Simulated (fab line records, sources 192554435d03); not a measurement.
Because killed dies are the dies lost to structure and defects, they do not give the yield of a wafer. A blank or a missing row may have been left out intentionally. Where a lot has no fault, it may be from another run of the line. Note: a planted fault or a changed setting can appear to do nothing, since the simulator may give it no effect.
Comparing a struck lot with a sound one || flow n5Finfet || 37 out of 1938 route steps
Sound: the wafers L385.4, L385.5, L385.6. The struck wafers were L382.1, L382.2, L382.3. The cause comes at the end.
At each step with rows: each side's tool, then ch and its chambers, then its first start. Under that, the readings that differ: sound wafers || struck wafers || difference of the means || sigmas: that difference in standard deviations of wafers without a fault.
alike: words and numbers the same on both sides, and readings whose means are apart by under 2 such deviations; not compared: readings that were withheld, readings missing a value for some wafer, numbers with overlapping values and no deviation given by the record, and bounds like >300 which may hide the same value.
Wherever a step has rows on one side only, a row that says differs or no value, or a row with sigmas, the two part there. Non-overlapping numbers with no deviation appear without sigmas and do not part them. A reading missing from all wafers of one side parts the sides only when that side holds two or more wafers.

first, 9 steps without rows for these wafers: N5_BEOL_M4_ANNEAL_95 (time 240 s); N5_BEOL_M4_SPUTTER_96 (material Cu, target thk 4.5 nm, time 8.29 s); N5_BEOL_M4_ECD_50 (material Cu, target thk 300 nm); N5_BEOL_M4_ANNEAL_51 (time 90 s); N5_BEOL_M4_CMP_52 (polishes, stops on SiOC, t overpolish 6.8 s, target thk 40 nm); N5_BEOL_M4_PRE_CLEAN_60 (time 15 s); N5_BEOL_M4_CO_CAP_55 (material Co, precursor CCTBA/H2, target thk 2 nm, time 102.1 s); N5_BEOL_M4_PRE_CLEAN_56 (time 15 s); N5_BEOL_M4_DEP_57 (deposits SiCN from 3MS/NH3, target thk 8 nm, time 14 s).
N5_BEOL_M4_RC_MEAS_101:
  sound on prober-01 ch 0, day 12 22:50; struck on prober-01 ch 0, day 12 13:57
{"reading": "ION_P (uA/um)", "sound": "473 473 469", "struck": "460 456 456", "difference": -14, "sigmas": -2}
{"reading": "VT_P (mV)", "sound": "-248 -243 -248", "struck": "-252 -252 -254", "difference": -6, "sigmas": -2}
  alike: DIBL_N, DIBL_P, IOFF_N, IOFF_P, ION_N, SS_N, SS_P, VT_N
then, 24 steps without rows for these wafers: N5_BEOL_M5_ILD_DEP_00 (deposits SiCOH lowk from DEMS/porogen, target thk 140.64 nm, time 25.9 s); N5_BEOL_M5_CURE_79 (cures SiCOH lowk, time 240 s); N5_BEOL_M5_PECVD_70 (deposits SiO2 from TEOS/O2, target thk 16 nm, time 18 s); N5_BEOL_M5_HM_DEP_02 (deposits TiN, target thk 20 nm); N5_BEOL_M5_COAT_59 (time 60 s, resist thk 60 nm); N5_BEOL_M5_COAT_60 (time 60 s, resist thk 12 nm); N5_BEOL_M5_COAT_71 (time 60 s, resist thk 5 nm); N5_BEOL_M5_COAT_05 (resist thk 30 nm); N5_BEOL_M5_EBR_07; N5_BEOL_M5_SOFTBAKE_06 (time 60 s); N5_BEOL_M5_EXPOSE_08 (exposes mask M5, target cd 28 nm); N5_BEOL_M5_PEB_09 (peb time 60 s); N5_BEOL_M5_DEVELOP_10 (develop time 30 s); N5_BEOL_M5_DESCUM_16 (chemistry O2, time 7 s); N5_BEOL_M5_ETCH_72 (etches underlayer in N2/H2, target depth 6.5 nm, time 5.2 s); N5_BEOL_M5_ETCH_61 (etches SiARC in CF4, target depth 15.6 nm, time 26 s); N5_BEOL_M5_ETCH_62 (etches SOC in N2/H2, target depth 75 nm, overetch 15 nm, time 112.5 s); N5_BEOL_M5_STRIP_63 (strips in N2/H2); N5_BEOL_M5_STRIP_73 (strips in N2/H2); N5_BEOL_M5_STRIP_64 (strips in CF4); N5_BEOL_M5_HM_OPEN_17 (chemistry Cl2/BCl3, target TiN, target depth 20 nm, overetch 6 nm); N5_BEOL_M5_STRIP_19 (strips in O2); N5_BEOL_M5_COAT_65 (time 60 s, resist thk 60 nm); N5_BEOL_M5_COAT_66 (time 60 s, resist thk 12 nm).
N5_BEOL_M9_ECD_50: material Cu, target thk 318 nm.
  sound on ecdCu-02 ch 0,1, day 14 15:54; struck on ecdCu-02 ch 0,1, day 14 08:26
N5_BEOL_M9_CMP_52: polishes, stops on SiCOH lowk, t overpolish 7 s, target thk 140 nm.
  sound on cmp-04 ch 0,1,2, day 14 16:33; struck on cmp-04 ch 0,2,3, day 14 08:51
{"reading": "timeToEndpointS (s)", "sound": "67.6 65.4 67.1", "struck": "1.1 0.2 1.0", "difference": -65.9, "sigmas": -23}
  alike: headPressurePsi, motorCurrentA
-- record jumps: 2 days separate the struck wafers' starts on either side; left off in module BEOL_M9, taken up again in module PASSIVATION, whose first shown step is the route's number 1936 --
N5_PASSIVATION_PROBE_49:
  sound: prober-01 at day 16 20:11; struck: prober-01 at day 16 14:01
{"reading": "defectLimitedYield (%)", "sound": "90.6 87.1 88.7", "struck": "0 0 0", "difference": -89, "sigmas": -63}
{"reading": "killed_at_M0_to_M3", "sound": "40 54 65", "struck": "42 22 29", "difference": -22, "sigmas": -2}
{"reading": "killed_at_M4_up", "sound": "16 16 9", "struck": "1109 1122 1119", "difference": "+1103", "sigmas": "+99 or more"}
{"reading": "killedAtFrontEnd", "sound": "45 58 42", "struck": "19 19 17", "difference": -30, "sigmas": -3}
{"reading": "killedDies", "sound": "111 152 133", "struck": "1180 1180 1180", "difference": "+1048", "sigmas": "+66"}
{"reading": "killedOnRim", "sound": "16 20 13", "struck": "152 152 152", "difference": "+136", "sigmas": "+40"}
{"reading": "killedOpen", "sound": "72 95 87", "struck": "48 51 46", "difference": -36, "sigmas": -3}
{"reading": "killedShort", "sound": "35 56 42", "struck": "32 20 31", "difference": -17, "sigmas": -2}
{"reading": "sort_bin_5_function (%)", "sound": "5.3 7.4 6.6", "struck": "97.2 97.0 96.4", "difference": "+90.4", "sigmas": "+99 or more"}
{"reading": "sort_bin_6_memory (%)", "sound": "3.6 5.3 3.9", "struck": "2.5 2.6 3.3", "difference": -1.5, "sigmas": -2}
{"reading": "sortNPass", "sound": "1069 1028 1047", "struck": "0 0 0", "difference": -1048, "sigmas": -66}
{"reading": "sortYieldPct (%)", "sound": "90.6 87.1 88.7", "struck": "0 0 0", "difference": -89, "sigmas": -63}
  alike: killedAtContacts, killedAtOther

WHERE THEY PART
Last at N5_PASSIVATION_PROBE_49 as far as this record goes, first at N5_BEOL_M4_RC_MEAS_101.

WHY: what the simulator had put in
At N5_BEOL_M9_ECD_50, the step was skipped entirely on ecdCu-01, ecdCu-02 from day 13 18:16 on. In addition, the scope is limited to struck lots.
